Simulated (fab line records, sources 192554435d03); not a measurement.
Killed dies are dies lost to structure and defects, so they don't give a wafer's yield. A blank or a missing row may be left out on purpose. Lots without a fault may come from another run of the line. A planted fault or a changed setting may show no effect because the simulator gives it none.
fab line records | flow n5_finfet
record lots=7 wafers=21
route steps=1938 shown BEOL_M8@1342 BEOL_M9@1418 BEOL_M10@1495
start_h: hours from the record's first day to the start of the lot's first wafer shown | wait_h: hours since the lot's step before | " the same as in the row above | L1.1+2: a row that stands for several wafers | - no value, or no start given | * or withheld: withheld | < > ~ a bound
route shown NAME@n: a module of which the file shows steps, and the number in the route of the first | usual: mean/standard deviation of fault-free wafers | same: alike in all rows | chamber/n: place in a boat | sites: the reading at each site | _std_site: their standard deviation | _edge_site: outer sites' mean less inner sites' | radius_mm: how far each site lies from the wafer's centre | mask NAME#n: copy n | behind: the tool/chamber that last shaped the wafer | hold: why the lot was held/for how many hours/how that ended | device: the transistor (n, p or np) that didn't switch | end of line: the same wafers' tests at the end of the route | a step without rows: its recipe alone | killed: dies lost to structure and defects at the first sort, not the wafer's yield | map: a wafer's dies, x killed, . not, _ none there
set.NAME: the setting as run; set.NAME@STEP: as run at that earlier step | model.NAME: the simulator's own value behind a step, which no gauge read
lots whose settings were changed on purpose; a table a step, a row a wafer
## steps
# step N5_BEOL_M8_EXPOSE_08
# recipe mask_id=M8 na=1.35 source_shape=dipole sigma_inner=0.817 sigma_outer=0.97 polarization=te dose_mj=68.25
# columns lot.wafer tool chamber start_h wait_h mask set.dose_mj
L080.1+4 arfi_scanner-03 0 229.99 - M8#0 68.25
L080.6 " 0 " " M8#0 66.89
L081.3 arfi_scanner-02 0 233.15 - M8#0 70.62
L081.4+5 " 0 " " M8#0 68.25
L085.3+4+5 arfi_scanner-03 0 260.62 - M8#0 68.25
L089.2+4 arfi_scanner-01 0 289.67 - M8#0 70.76
L089.5 " 0 " " M8#0 68.25
L092.1+4 arfi_scanner-03 0 318.81 - M8#0 63.98
L092.6 " 0 " " M8#0 68.25
L095.3+4 arfi_scanner-01 0 327.88 - M8#0 68.25
L095.5 " 0 " " M8#0 71.9
L094.3+4+5 arfi_scanner-03 0 336.27 - M8#0 68.25
# step N5_BEOL_M8_PEB_09
# recipe peb_temp_c=withheld peb_time_s=60 resist=CAR-ArF
# step N5_BEOL_M8_DEVELOP_10
# recipe develop_time_s=30 developer=TMAH resist=CAR-ArF rinse_liquid=diw dry=air_spin dev_temp_c=23
# step N5_BEOL_M8_CD_MEAS_11
# recipe target_cd_nm=38.5 landing_energy_ev=500 detector=se_inlens polarity=opening
# usual cd_nm=38.6/0.42
# columns lot.wafer tool chamber start_h wait_h set.dose_mj@BEOL_M8_EXPOSE_08 cd_nm
L080.1 cd_sem-03 0 230.11 - 68.25 38.5
L080.4 " 0 " " 68.25 38.7
L080.6 " 0 " " 66.89 37.5
L081.3 cd_sem-01 0 233.26 - 70.62 39.8
L081.4 " 0 " " 68.25 37.9
L081.5 " 0 " " 68.25 38.2
L085.3 cd_sem-02 0 260.74 - 68.25 38.7
L085.4 " 0 " " 68.25 39.1
L085.5 " 0 " " 68.25 38.2
L089.2 cd_sem-03 0 289.79 - 70.76 40.1
L089.4 " 0 " " 70.76 40.2
L089.5 " 0 " " 68.25 38.8
L092.1 cd_sem-02 0 318.94 - 63.98 35.3
L092.4 " 0 " " 63.98 36.2
L092.6 " 0 " " 68.25 38.8
L095.3 cd_sem-01 0 328.00 - 68.25 38.1
L095.4 " 0 " " 68.25 38.8
L095.5 " 0 " " 71.9 40.9
L094.3 cd_sem-03 0 336.38 - 68.25 38.7
L094.4 " 0 " " 68.25 38.7
L094.5 " 0 " " 68.25 38.9
# step N5_BEOL_M8_DESCUM_16
# recipe chemistry=O2 time_s=7.9 source_power_w=50 bias_power_w=20 pressure_mtorr=20 rf_frequency_hz=2.712e+07 temp_c=40 resist=CAR-ArF o2_flow_sccm=225
# step N5_BEOL_M8_ETCH_61
# recipe chemistry=CF4 target=SiARC target_depth_a=455 mask_material=CAR-ArF time_s=75.8 ion_energy_ev=80 pressure_mtorr=40 source_w=545 bias_w=36 Ar_flow_sccm=100 cf4_flow_sccm=100 ends=cleared
# columns lot.wafer tool chamber start_h wait_h set.dose_mj@BEOL_M8_EXPOSE_08 model.BEOL_M8.cd_offset_nm
L080.1 rie_diel-03 1 230.58 0.0 68.25 -0.2
L080.4 " 1 " " 68.25 0.2
L080.6 " 3 " " 66.89 -0.8
L081.3 rie_diel-05 3 233.38 0.0 70.62 1.2
L081.4+5 " 2,1 " " 68.25 -0.6
L085.3 rie_diel-03 3 260.86 0.0 68.25 -0.2
L085.4 " 1 " " 68.25 0.4
L085.5 " 3 " " 68.25 0
L089.2 rie_diel-05 3 289.98 0.0 70.76 1.4
L089.4 " 2 " " 70.76 1.8
L089.5 " 1 " " 68.25 0.2
L092.1 rie_diel-04 3 319.07 0.0 63.98 -2.8
L092.4 " 0 " " 63.98 -2.4
L092.6 " 3 " " 68.25 0.4
L095.3 rie_diel-04 2 328.38 0.0 68.25 -0.6
L095.4 " 0 " " 68.25 0.4
L095.5 " 3 " " 71.9 2.4
L094.3 rie_diel-03 1 336.50 0.0 68.25 -0.2
L094.4+5 " 1,0 " " 68.25 0.2
# step N5_BEOL_M8_ETCH_62
# recipe chemistry=N2/H2 target=SOC target_depth_a=1100 overetch_a=220 mask_material=SiARC temp_c=40 time_s=165 ion_energy_ev=200 pressure_mtorr=30 source_w=840 bias_w=150 n2_flow_sccm=200 h2_flow_sccm=200
# columns lot.wafer tool chamber start_h wait_h set.dose_mj@BEOL_M8_EXPOSE_08 model.BEOL_M8.cd_offset_nm
L080.1 rie_diel-03 1 230.64 0.0 68.25 -0.2
L080.4 " 1 " " 68.25 0.2
L080.6 " 3 " " 66.89 -1
L081.3 rie_diel-05 3 233.44 0.0 70.62 1.4
L081.4+5 " 2,1 " " 68.25 -0.4
L085.3+5 rie_diel-03 3 260.92 0.0 68.25 -0.2
L085.4 " 1 " " 68.25 0.2
L089.2+4 rie_diel-05 3,2 290.04 0.0 70.76 1.8
L089.5 " 1 " " 68.25 0.2
L092.1 rie_diel-04 3 319.12 0.0 63.98 -3
L092.4 " 0 " " 63.98 -2.4
L092.6 " 3 " " 68.25 0.2
L095.3 rie_diel-04 2 328.44 0.0 68.25 -0.6
L095.4 " 0 " " 68.25 0.4
L095.5 " 3 " " 71.9 2
L094.3 rie_diel-03 1 336.56 0.0 68.25 0
L094.4 " 1 " " 68.25 0.2
L094.5 " 0 " " 68.25 0.6
# step N5_BEOL_M8_STRIP_68
# recipe chemistry=N2/H2 temp_c=40 n2_flow_sccm=200 h2_flow_sccm=200 rf_frequency_hz=6e+07
# step N5_BEOL_M8_STRIP_67
# recipe chemistry=CF4 resist=SiARC power_w=300 bias_power_w=75 pressure_mtorr=50 cf4_flow_sccm=150 rf_frequency_hz=6e+07
# step N5_BEOL_M8_HM_OPEN_17
# recipe chemistry=Cl2/BCl3 target_depth_a=200 overetch_a=60 target=TiN mask_material=SOC ion_energy_ev=150 pressure_mtorr=10 icp_w=1000 bias_w=126 Cl2_flow_sccm=53.25 bcl3_flow_sccm=21.75 Ar_flow_sccm=25
# step N5_BEOL_M8_STRIP_19
# recipe chemistry=O2 power_w=400 temp_c=40 pressure_mtorr=30 rf_frequency_hz=6e+07 bias_power_w=0 overash_fraction=0.2 o2_flow_sccm=225
# step N5_BEOL_M8_CD_MEAS_18
# recipe pitch_nm=80 target_cd_nm=40
# usual cd_nm=40.1/0.46
# columns lot.wafer tool chamber start_h wait_h set.dose_mj@BEOL_M8_EXPOSE_08 cd_nm
L080.1 cd_sem-01 - 231.38 0.0 68.25 39.7
L080.4 " - " " 68.25 40.3
L080.6 " - " " 66.89 39.1
L081.3 cd_sem-02 - 233.81 0.1 70.62 41.3
L081.4 " - " " 68.25 39.6
L081.5 " - " " 68.25 39.9
L085.3 cd_sem-03 - 261.29 0.1 68.25 39.6
L085.4 " - " " 68.25 40.1
L085.5 " - " " 68.25 40.3
L089.2 cd_sem-01 - 290.42 0.1 70.76 41.7
L089.4 " - " " 70.76 41.8
L089.5 " - " " 68.25 40.0
L092.1 cd_sem-03 - 319.50 0.0 63.98 36.9
L092.4 " - " " 63.98 37.8
L092.6 " - " " 68.25 40.1
L095.3 cd_sem-03 - 328.81 0.1 68.25 39.2
L095.4 " - " " 68.25 40.1
L095.5 " - " " 71.9 42.1
L094.3 cd_sem-03 - 336.95 0.1 68.25 40.1
L094.4 " - " " 68.25 40.0
L094.5 " - " " 68.25 40.5
# step N5_BEOL_M8_DESCUM_33
# recipe chemistry=O2 time_s=7 source_power_w=50 bias_power_w=20 pressure_mtorr=20 rf_frequency_hz=2.712e+07 temp_c=40 resist=CAR-EUV o2_flow_sccm=225
# columns lot.wafer tool chamber start_h wait_h set.time_s model.CAR-EUV_of_BEOL_M8_COAT_22.thk_nm
L080.1+6 rie_diel-03 2,3 231.97 0.0 7 26.2
L080.4 " 1 " " 7 26
L081.3 rie_diel-04 3 234.61 0.0 5.479 26.8
L081.4 " 1 " " 5.479 27
L081.5 " 2 " " 7 26.2
L085.3 rie_diel-05 3 261.95 0.0 7 26.2
L085.4+5 " 2,3 " " 5.914 26.6
L089.2+4 rie_diel-05 2,3 292.41 0.0 5.556 26.8
L089.5 " 1 " " 7 26
L092.1+4 rie_diel-04 2,1 322.90 0.3 6.073 26.6
L092.6 " 3 " " 7 26
L095.3 rie_diel-05 1 330.52 0.4 7 26
L095.4+5 " 2,1 " " 7.728 25.8
L094.3+4 rie_diel-05 0,3 338.76 0.0 7 26
L094.5 " 2 " " 7 26.2
# step N5_BEOL_M8_ETCH_72
# recipe chemistry=N2/H2 target=underlayer target_depth_a=65 mask_material=CAR-EUV time_s=5.2 ion_energy_ev=200 pressure_mtorr=30 source_w=840 bias_w=150 n2_flow_sccm=200 h2_flow_sccm=200 ends=cleared
# columns lot.wafer tool chamber start_h wait_h set.time_s@BEOL_M8_DESCUM_33 model.CAR-EUV_of_BEOL_M8_COAT_22.thk_nm
L080.1+4+6 rie_diel-03 2,1,3 232.01 0.0 7 20.4
L081.3+4 rie_diel-04 3,1 234.64 0.0 5.479 21.2
L081.5 " 2 " " 7 20.4
L085.3 rie_diel-05 3 261.99 0.0 7 20.4
L085.4 " 2 " " 5.914 21
L085.5 " 3 " " 5.914 20.8
L089.2+4 rie_diel-05 2,3 292.44 0.0 5.556 21.2
L089.5 " 1 " " 7 20.4
L092.1+4 rie_diel-04 2,1 322.93 0.0 6.073 20.8
L092.6 " 3 " " 7 20.2
L095.3 rie_diel-05 1 330.55 0.0 7 20.4
L095.4+5 " 2,1 " " 7.728 20
L094.3+4 rie_diel-05 0,3 338.80 0.0 7 20.2
L094.5 " 2 " " 7 20.4
# step N5_BEOL_M8_TRENCH_ETCH_37
# recipe chemistry=C4F6/O2 target_depth_a=934.78 target=SiCOH_lowk time_s=31.2 ion_energy_ev=250 pressure_mtorr=30 source_w=345 bias_w=185 Ar_flow_sccm=300 C4F6_flow_sccm=10 O2_flow_sccm=10
# usual rf_vpp_V=667/9.2
# columns lot.wafer tool chamber start_h wait_h set.bias_w rf_vpp_V
L080.1 rie_diel-03 2 - - 185 670
L080.4 " 1 " " 185 654
L080.6 " 3 " " 185 665
L081.3 rie_diel-04 3 - - 185 661
L081.4 " 1 " " 157.2 580
L081.5 " 2 " " 185 668
L085.3 rie_diel-05 3 - - 185 654
L085.4 " 2 " " 185 680
L085.5 " 3 " " 185 653
L089.2 rie_diel-05 2 - - 185 680
L089.4 " 3 " " 185 652
L089.5 " 1 " " 185 678
L092.1 rie_diel-04 2 - - 206.2 727
L092.4 " 1 " " 185 661
L092.6 " 3 " " 185 663
L095.3 rie_diel-05 1 - - 171.6 638
L095.4 " 2 " " 185 678
L095.5 " 1 " " 171.6 637
L094.3 rie_diel-05 0 - - 185 662
L094.4 " 3 " " 185 653
L094.5 " 2 " " 185 678
# step N5_BEOL_M8_ETCH_41
# recipe chemistry=CH3F/O2 target=SiCN target_depth_a=319 taper_deg=2 time_s=57.8 ion_energy_ev=120 mask_material=TiN pressure_mtorr=30 source_w=395 bias_w=75 Ar_flow_sccm=150 CH3F_flow_sccm=30 O2_flow_sccm=20
# step N5_BEOL_M8_STRIP_80
# recipe chemistry=N2/H2 time_s=10 power_w=450 temp_c=40 pressure_mtorr=20 rf_frequency_hz=6e+07 bias_power_w=7 n2_flow_sccm=200 h2_flow_sccm=200
# step N5_BEOL_M8_HM_STRIP_39
# recipe chemistry=peroxide_tin_strip material=TiN target_depth_a=250 temp_c=50 time_s=158
# columns lot.wafer tool chamber start_h wait_h set.temp_c@BEOL_M8_PECVD_70 model.SiO2_of_BEOL_M8_PECVD_70.thk_nm
L080.1 wet_bench-01 0 232.44 0.0 400 19.4
L080.4 " 4 " " 412.8 18.2
L080.6 " 5 " " 400 20
L081.3 wet_bench-05 5 235.07 0.0 400 19.4
L081.4 " 4 " " 405.8 19
L081.5 " 3 " " 405.8 18.6
L085.3+4 wet_bench-02 0,3 262.42 0.0 400 19.8
L085.5 " 2 " " 410.7 18.6
L089.2 wet_bench-05 2 292.87 0.0 388.4 21.4
L089.4 " 4 " " 400 20.4
L089.5 " 3 " " 400 20
L092.1 wet_bench-01 0 323.37 0.0 390.5 21.2
L092.4 " 5 " " 390.5 21.6
L092.6 " 1 " " 400 20.2
L095.3 wet_bench-01 2 330.98 0.0 400 19.6
L095.4 " 5 " " 389 21.4
L095.5 " 3 " " 389 21.2
L094.3 wet_bench-05 1 339.23 0.0 400 19.4
L094.4 " 2 " " 400 19.8
L094.5 " 7 " " 400 19.6
# step N5_BEOL_M8_SRD_40
# recipe time_s=30 temp_c=23 rinse_liquid=diw dry=ipa_marangoni
# step N5_BEOL_M8_PRECLEAN_42
# recipe chemistry=residue_remover time_s=60 temp_c=40
# step N5_BEOL_M8_SRD_43
# recipe time_s=30 temp_c=23 rinse_liquid=diw dry=ipa_marangoni
# step N5_BEOL_M8_CD_MEAS_35
# recipe target_cd_nm=40 polarity=opening
# usual cd_nm=40.1/0.48
# columns lot.wafer tool chamber start_h wait_h set.dose_mj@BEOL_M8_EXPOSE_08 cd_nm
L080.1 cd_sem-02 - 232.56 0.0 68.25 40.1
L080.4 " - " " 68.25 40.2
L080.6 " - " " 66.89 39.0
L081.3 cd_sem-01 - 235.19 0.0 70.62 40.9
L081.4 " - " " 68.25 39.6
L081.5 " - " " 68.25 39.5
L085.3 cd_sem-02 - 262.54 0.0 68.25 39.8
L085.4 " - " " 68.25 41.0
L085.5 " - " " 68.25 39.9
L089.2 cd_sem-02 - 292.99 0.0 70.76 42.0
L089.4 " - " " 70.76 42.1
L089.5 " - " " 68.25 39.8
L092.1 cd_sem-03 - 323.49 0.0 63.98 37.0
L092.4 " - " " 63.98 37.6
L092.6 " - " " 68.25 39.9
L095.3 cd_sem-01 - 331.10 0.0 68.25 39.1
L095.4 " - " " 68.25 40.2
L095.5 " - " " 71.9 42.1
L094.3 cd_sem-03 - 339.35 0.0 68.25 39.5
L094.4 " - " " 68.25 40.1
L094.5 " - " " 68.25 40.3
# step N5_BEOL_M9_ETCH_61
# recipe chemistry=CF4 target=SiARC target_depth_a=390 mask_material=CAR-ArF time_s=65 ion_energy_ev=80 pressure_mtorr=40 source_w=545 bias_w=36 Ar_flow_sccm=100 cf4_flow_sccm=100 ends=cleared
# usual etch_rf_on_time_s=64.9/0.95 rf_vpp_V=183.7/1.2
# columns lot.wafer tool chamber start_h wait_h set.source_w etch_rf_on_time_s rf_vpp_V
L080.1 rie_diel-01 2 239.88 0.0 545 64.2 182.1
L080.4 " 1 " " 545 64.9 183.7
L080.6 " 2 " " 545 63.7 181.8
L081.3 rie_diel-06 2 242.45 0.0 595.7 60.6 176.6
L081.4 " 1 " " 595.7 60.2 180.2
L081.5 " 1 " " 545 65.8 186.6
L085.3 rie_diel-01 3 268.58 0.0 630.6 57.5 175.1
L085.4 " 2 " " 630.6 56.4 176.1
L085.5 " 1 " " 545 66.1 182.4
L089.2 rie_diel-01 0 299.04 0.0 545 66.0 184.3
L089.4 " 3 " " 545 64.8 183.9
L089.5 " 0 " " 545 66.0 185.8
L092.1 rie_diel-01 0 329.18 0.0 630.3 58.8 176.6
L092.4 " 1 " " 545 65.9 182.8
L092.6 " 3 " " 545 65.6 183.0
L095.3 rie_diel-06 0 337.34 0.0 545 64.0 184.4
L095.4 " 3 " " 487.4 71.4 188.7
L095.5 " 0 " " 545 63.6 182.0
L094.3 rie_diel-01 3 344.87 0.0 545 65.9 183.9
L094.4 " 0 " " 545 66.8 185.4
L094.5 " 1 " " 545 65.1 183.3
# step N5_BEOL_M10_COAT_64
# recipe resist=SiARC temp_c=220 time_s=60 spin_rpm=1500 resist_thk_nm=30
# columns lot.wafer tool chamber start_h wait_h set.spin_rpm model.SiARC_of_BEOL_M10_COAT_64.thk_nm
L080.1 litho_track-04 0 - - 1568 29.2
L080.4+6 " 0 " " 1500 30
L081.3 litho_track-04 0 - - 1500 29.8
L081.4+5 " 0 " " 1500 30
L085.3 litho_track-02 0 - - 1500 30
L085.4+5 " 0 " " 1545 29.6
L089.2 litho_track-01 0 - - 1560 29.2
L089.4 " 0 " " 1500 30
L089.5 " 0 " " 1560 29.4
L092.1 litho_track-01 0 - - 1551 29.2
L092.4 " 0 " " 1500 30
L092.6 " 0 " " 1551 29.4
L095.3 litho_track-01 0 - - 1500 30
L095.4 " 0 " " 1406 31
L095.5 " 0 " " 1500 30.2
L094.3+4+5 litho_track-01 0 - - 1500 30
# step N5_BEOL_M10_COAT_22
# recipe resist=CAR-ArF spin_rpm=1500 resist_thk_nm=90
# columns lot.wafer tool chamber start_h wait_h set.spin_rpm model.CAR-ArF_of_BEOL_M10_COAT_22.thk_nm
L080.1+4 litho_track-04 0 - - 1386 93.6
L080.6 " 0 " " 1500 89.8
L081.3 litho_track-04 0 - - 1500 90.2
L081.4+5 " 0 " " 1500 90
L085.3+4 litho_track-02 0 - - 1500 90.2
L085.5 " 0 " " 1500 90
L089.2 litho_track-01 0 - - 1390 93.6
L089.4 " 0 " " 1500 90.2
L089.5 " 0 " " 1500 89.8
L092.1 litho_track-01 0 - - 1381 93.8
L092.4 " 0 " " 1381 93.6
L092.6 " 0 " " 1381 94.2
L095.3 litho_track-01 0 - - 1635 85.8
L095.4 " 0 " " 1635 86
L095.5 " 0 " " 1500 89.8
L094.3 litho_track-01 0 - - 1500 90.2
L094.4 " 0 " " 1500 90
L094.5 " 0 " " 1500 89.8
# step N5_BEOL_M10_EBR_24
# recipe solvent=PGMEA ebr_width_mm=1.5
# step N5_BEOL_M10_SOFTBAKE_23
# recipe temp_c=110 time_s=60 resist=CAR-ArF
# step N5_BEOL_M10_DESCUM_33
# recipe chemistry=O2 time_s=7.9 source_power_w=50 bias_power_w=20 pressure_mtorr=20 rf_frequency_hz=2.712e+07 temp_c=40 resist=CAR-ArF o2_flow_sccm=225
# step N5_BEOL_M10_ETCH_65
# recipe chemistry=CF4 target=SiARC target_depth_a=390 mask_material=CAR-ArF time_s=65 ion_energy_ev=80 pressure_mtorr=40 source_w=545 bias_w=36 Ar_flow_sccm=100 cf4_flow_sccm=100 ends=cleared
# columns lot.wafer tool chamber start_h wait_h set.spin_rpm@BEOL_M10_COAT_64 set.spin_rpm@BEOL_M10_COAT_22 model.CAR-ArF_of_BEOL_M10_COAT_22.thk_nm model.etch.depth_nm
L080.1 rie_diel-05 3 248.61 0.0 1568 1386 59.8 29.26
L080.4 " 0 " " 1500 1386 59.2 29.96
L080.6 " 2 " " 1500 1500 55.4 29.99
L081.3 rie_diel-04 3 251.41 0.0 1500 1500 55.8 29.85
L081.4 " 2 " " 1500 1500 55.6 30
L081.5 " 3 " " 1500 1500 55.4 29.98
L085.3 rie_diel-04 3 278.92 0.0 1500 1500 55.6 30.03
L085.4 " 2 " " 1545 1500 56.2 29.54
L085.5 " 0 " " 1545 1500 56 29.51
L089.2 rie_diel-05 1 307.93 0.0 1560 1390 59.8 29.26
L089.4 " 3 " " 1500 1500 55.8 29.91
L089.5 " 1 " " 1560 1500 56 29.34
L092.1 rie_diel-05 1 339.20 0.0 1551 1381 60 29.24
L092.4 " 3 " " 1500 1381 59.2 29.95
L092.6 " 1 " " 1551 1381 60.4 29.31
L095.3 rie_diel-03 0 346.45 0.0 1500 1635 51.2 30.07
L095.4 " 2 " " 1406 1635 50.6 30.99
L095.5 " 3 " " 1500 1500 55.2 30.1
L094.3 rie_diel-03 3 351.06 0.0 1500 1500 55.8 29.91
L094.4 " 1 " " 1500 1500 55.6 29.91
L094.5 " 1 " " 1500 1500 55.4 29.94
# step N5_BEOL_M10_ETCH_66
# recipe chemistry=N2/H2 target=SOC target_depth_a=1200 overetch_a=240 mask_material=SiARC temp_c=40 time_s=180 ion_energy_ev=200 pressure_mtorr=30 source_w=840 bias_w=150 n2_flow_sccm=200 h2_flow_sccm=200
# columns lot.wafer tool chamber start_h wait_h set.spin_rpm@BEOL_M10_COAT_64 model.SiARC_of_BEOL_M10_COAT_64.thk_nm
L080.1 rie_diel-05 3 248.66 0.0 1568 22
L080.4 " 0 " " 1500 22.6
L080.6 " 2 " " 1500 22.4
L081.3+5 rie_diel-04 3 251.46 0.0 1500 22.6
L081.4 " 2 " " 1500 22.8
L085.3 rie_diel-04 3 278.97 0.0 1500 22.8
L085.4 " 2 " " 1545 22.4
L085.5 " 0 " " 1545 22
L089.2 rie_diel-05 1 307.98 0.0 1560 22
L089.4 " 3 " " 1500 22.4
L089.5 " 1 " " 1560 22.2
L092.1+6 rie_diel-05 1 339.25 0.0 1551 22
L092.4 " 3 " " 1500 22.6
L095.3 rie_diel-03 0 346.50 0.0 1500 22.4
L095.4 " 2 " " 1406 23.6
L095.5 " 3 " " 1500 23
L094.3 rie_diel-03 3 351.11 0.0 1500 22.8
L094.4+5 " 1 " " 1500 22.6
## key
split step=N5_BEOL_M8_EXPOSE_08 setting=dose_mj stated=68.25 by=wafer
response step=N5_BEOL_M8_CD_MEAS_11 reading=cd_nm change=+0.464 per=1% r=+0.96
response step=N5_BEOL_M8_ETCH_61 reading=model.BEOL_M8.cd_offset_nm change=+0.464 per=1% r=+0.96
response step=N5_BEOL_M8_ETCH_62 reading=model.BEOL_M8.cd_offset_nm change=+0.447 per=1% r=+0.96
response step=N5_BEOL_M8_CD_MEAS_18 reading=cd_nm change=+0.452 per=1% r=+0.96
response step=N5_BEOL_M8_CD_MEAS_35 reading=cd_nm change=+0.456 per=1% r=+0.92
split step=N5_BEOL_M8_DESCUM_33 setting=time_s stated=7 by=wafer
response step=N5_BEOL_M8_DESCUM_33 reading=model.CAR-EUV_of_BEOL_M8_COAT_22.thk_nm change=-0.0337 per=1% r=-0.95
response step=N5_BEOL_M8_ETCH_72 reading=model.CAR-EUV_of_BEOL_M8_COAT_22.thk_nm change=-0.0378 per=1% r=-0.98
split step=N5_BEOL_M8_TRENCH_ETCH_37 setting=bias_w stated=185 by=wafer
response step=N5_BEOL_M8_TRENCH_ETCH_37 reading=rf_vpp_V change=+5.65 per=1% r=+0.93
split step=N5_BEOL_M9_ETCH_61 setting=source_w stated=545 by=wafer
response step=N5_BEOL_M9_ETCH_61 reading=etch_rf_on_time_s change=* per=1% r=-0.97
response step=N5_BEOL_M9_ETCH_61 reading=rf_vpp_V change=-0.493 per=1% r=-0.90
split step=N5_BEOL_M10_COAT_64 setting=spin_rpm stated=1500 by=wafer
response step=N5_BEOL_M10_COAT_64 reading=model.SiARC_of_BEOL_M10_COAT_64.thk_nm change=-0.162 per=1% r=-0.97
response step=N5_BEOL_M10_ETCH_65 reading=model.etch.depth_nm change=-0.157 per=1% r=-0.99
response step=N5_BEOL_M10_ETCH_66 reading=model.SiARC_of_BEOL_M10_COAT_64.thk_nm change=-0.134 per=1% r=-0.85
split step=N5_BEOL_M10_COAT_22 setting=spin_rpm stated=1500 by=wafer
response step=N5_BEOL_M10_COAT_22 reading=model.CAR-ArF_of_BEOL_M10_COAT_22.thk_nm change=-0.469 per=1% r=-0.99
response step=N5_BEOL_M10_ETCH_65 reading=model.CAR-ArF_of_BEOL_M10_COAT_22.thk_nm change=-0.511 per=1% r=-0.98
split outside_this_file step=N5_BEOL_M8_PECVD_70 setting=temp_c
# split outside_this_file: this setting was split too, and the file shows its column; the key of that split is in another file
